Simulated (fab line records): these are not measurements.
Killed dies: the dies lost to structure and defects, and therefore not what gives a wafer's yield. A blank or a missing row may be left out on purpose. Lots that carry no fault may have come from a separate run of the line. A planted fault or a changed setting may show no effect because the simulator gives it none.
A struck lot beside a sound one :: flow nandHarc :: 18 out of 1302 route steps
Sound: wafers L774.3, L774.5, L774.6. The struck wafers were L786.3, L786.4, L786.6. The cause is named last.
For every step that has rows: the tool of each side, followed by ch and its chambers, followed by its first start. Under that, the readings that differ: sound wafers :: struck wafers :: difference of the means :: sigmas: that difference in standard deviations of wafers without a fault.
alike: readings with means less than 2 such deviations apart, plus words and numbers identical on both sides. not compared: withheld readings, readings lacking a value on some wafer, bounds such as >300 that could conceal the same value, and numbers that have no deviation in the record and whose values overlap.
The two part at a step that has a row with sigmas, a row that says differs or no value, or rows on one side only. When numbers do not overlap yet have no deviation, they are printed without sigmas and do not part them. Lack of a reading on every wafer of one side parts them only where that side has two or more wafers.

NHARC_P_GATE_CD_MEAS_46 targets a cd of 720 nm.
  sound on cdSem-02 ch 0, day 6 04:33; struck on cdSem-01 ch 0, day 10 19:35
  alike: cdNm
then, 1 step without rows for these wafers: NHARC_P_GATE_HARDBAKE_47 (time 80 s).
NHARC_P_GATE_DESCUM_48: chemistry O2, time 3 s.
  sound on rieDiel-05 ch 0,3, day 6 04:43; struck on rieDiel-07 ch 0,3, day 10 19:44
  alike: drypumpMotorCurrentA, oesProductAu, rfVppV, showerheadPlenumPTorr, throttleValvePct
  not compared: rfHoursCounterH
next, for these wafers, 1 step has no rows: NHARC_P_GATE_IMPLANT_49.
NHARC_P_GATE_STRIP_111: strips in N2/H2, time 250 s.
  sound on plasmaAsher-02 ch 0,1, day 6 05:10; struck on plasmaAsher-02 ch 0,1, day 10 20:20
  alike: drypumpMotorCurrentA, heaterPowerW
  not compared: rfHoursCounterH
NHARC_P_GATE_STRIP_75: strips in O2.
  sound on plasmaAsher-02 ch 0,1, day 6 05:24; struck on plasmaAsher-02 ch 0,1, day 10 20:33
  alike: drypumpMotorCurrentA, heaterPowerW
  not compared: rfHoursCounterH
then, 6 steps without rows for these wafers: NHARC_P_GATE_STRIP_50 (strips in SPM, time 900 s); NHARC_P_GATE_DEHYDRATE_51 (time 120 s); NHARC_P_GATE_HMDS_52 (time 30 s); NHARC_P_GATE_COAT_53; NHARC_P_GATE_SOFTBAKE_54 (time 95 s); NHARC_P_GATE_EBR_55.
NHARC_P_GATE_EXPOSE_56: exposes mask P PSD, target cd 720 nm.
  sound on krfScanner-02 ch 0, day 6 06:09; struck on krfScanner-04 ch 0, day 10 21:11
reading: mask
sound: P_PSD#0 P_PSD#0 P_PSD#0
struck: P_HVN#0 P_HVN#0 P_HVN#0
difference: differs
sigmas: 
then, 2 steps without rows for these wafers: NHARC_P_GATE_PEB_57 (peb time 85 s); NHARC_P_GATE_DEVELOP_58 (time 70 s).
NHARC_P_GATE_CD_MEAS_59 targets a cd of 720 nm.
  sound on cdSem-01 ch 0, day 6 06:18; struck on cdSem-03 ch 0, day 10 21:20
reading: cdNm (nm)
sound: 723.1 720.6 723.3
struck: - - -
difference: no value on the struck wafers
sigmas: 
then, 1 step without rows for these wafers: NHARC_P_GATE_HARDBAKE_60 (time 80 s).
-- the record jumps here: 19 days lie between the struck wafers' starts before and after (it left off in module P_GATE and takes up again in module END, whose first step shown is number 1302 of the route) --
NHARC_END_SORT_01:
  sound on prober-01 ch 0, day 25 08:23; struck on prober-02 ch 0, day 29 11:59
reading: hold
sound: - - -
struck: awaitDispo/1.3h/scrap awaitDispo/1.3h/scrap awaitDispo/1.3h/scrap
difference: no value on the sound wafers
sigmas: 

reading: killedAtArray
sound: 74 82 76
struck: 52 41 38
difference: -34
sigmas: -2

reading: killedAtPeriphery
sound: 5 4 3
struck: 624 636 638
difference: +629
sigmas: +99 or more

reading: killedDies
sound: 79 86 80
struck: 677 677 677
difference: +595
sigmas: +37
  alike: killedAtOther, killedOpen, killedShort

## WHERE THEY PART
Earliest at NHARC_P_GATE_EXPOSE_56; latest, in this record, at NHARC_END_SORT_01.

WHY: whatever the simulator had introduced
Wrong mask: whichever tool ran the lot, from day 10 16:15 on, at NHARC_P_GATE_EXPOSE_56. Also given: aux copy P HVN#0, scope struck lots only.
